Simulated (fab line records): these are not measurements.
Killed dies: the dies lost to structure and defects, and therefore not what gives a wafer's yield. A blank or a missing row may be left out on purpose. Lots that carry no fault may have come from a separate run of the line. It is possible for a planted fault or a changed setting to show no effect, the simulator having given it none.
Code-filled problem report in 8D (eight disciplines) form / flow nandHarc / the parts of the form that need people (team, actions taken, sign-off) are left out

## 1. THE PROBLEM
Wafers without a fault read 11, standard deviation 5.6; rawDefectCount at NHARC_P_ZERO_WELL_INSPECT_43 reads a mean of 1436 on 6 wafers belonging to 2 lots. So: +99 or more standard deviations from the usual mean.
The first sign was on wafer L855.2 at day 5 23:23, on defectInspect-01. Wafers with a number at this step in the record: 39, from 13 lots. Rule for "out", or "out of limits": more than 4 standard deviations from the usual mean. The rest of the wafers with a number are treated as sound.

## 2. WHAT IT IS, WHAT IT ISN'T
question=which readings at this step | is=rawDefectCount | is not=-
question=which lots | is=L855, L856 | is not=L846, L847, L848, L861, L862, L863, L864, L865, L866, L867, L868
question=which wafers of those lots | is=all that have a number | is not=-
question=read on which gauges | is=defectInspect-01 | is not=defectInspect-02
question=when | is=from day 5 23:23 | is not=up to then (9 sound wafers); but 24 sound wafers of L861, L862, L863, L864, L865, L866, L867, L868 came after

## 3. WHAT RULES OUT EACH SUSPECT
Counting: any tool at a process step up to the reading is kept as a suspect provided that every lot that is out went through it and no sound lot did after the first of them.
- the gauge at NHARC_P_ZERO_WELL_INSPECT_43 is ruled out. All the wafers that are out were read on defectInspect-01, but those of them that NHARC_END_SORT_01 has rows for are out there too, on other tools.
- rieDiel-12 at NHARC_P_ZERO_WELL_ETCH_62 (etches the open film in CHF3/Ar, target depth 13 nm, time 6.5 s): ruled out as a lasting fault. Sound lots L862, L863, L864, L866 ran on it after its first lot that is out, L855 (day 5 17:21). NHARC_P_ZERO_WELL_ETCH_62 gives no start for some lots, so the hours and the order of its lots are those of NHARC_P_ZERO_WELL_STRIP_28.
- wetBench-09 at NHARC_P_ZERO_WELL_STRIP_28 (strips in SPM, time 840 s): ruled out as a lasting fault. Sound lots L865, L866, L868 ran on it after its first lot that is out, L855 (day 5 17:21).
Left after counting: nothing in the record.

## 4. THE CAUSE (what the simulator had put in)
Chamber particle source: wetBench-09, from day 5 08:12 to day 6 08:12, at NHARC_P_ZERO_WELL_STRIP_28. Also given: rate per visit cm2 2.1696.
Counting ruled it out, wrongly: the rule takes a fault to strike every lot that its tool runs from its start on, and this one did not.

## 5. THE EFFECT CHAIN, in route order
Each row: a reading where the mean over the struck wafers with a number is more than 3 standard deviations away from the usual. Readings are gone through only where the record gives a usual standard deviation; hours: the median, over the lots, of the time from a lot's start at the first step in this table giving one to that lot's start at this step; sigmas: the change measured in usual standard deviations.
hours=0; step=NHARC_P_ZERO_WELL_INSPECT_43; reading=rawDefectCount; usual=11; on struck wafers=1436; change=+1425; sigmas=+99 or more
hours=526; step=NHARC_END_SORT_01; reading=killedAtPeriphery; usual=4.2; on struck wafers=98.2; change=+94.0; sigmas=+36
hours=526; step=NHARC_END_SORT_01; reading=killedDies; usual=60; on struck wafers=155; change=+95; sigmas=+5.3
At these later measuring or inspecting steps, every struck wafer for which the step has a row has a number for every such reading, and none has moved that far: NHARC_P_STI_OVL_MEAS_10.

## 6. HOW IT WOULD HAVE BEEN CAUGHT EARLIER
The first out-of-limits reading at a measuring or inspecting step in this record came at day 5 23:23, 15 hours after the fault's start at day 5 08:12.
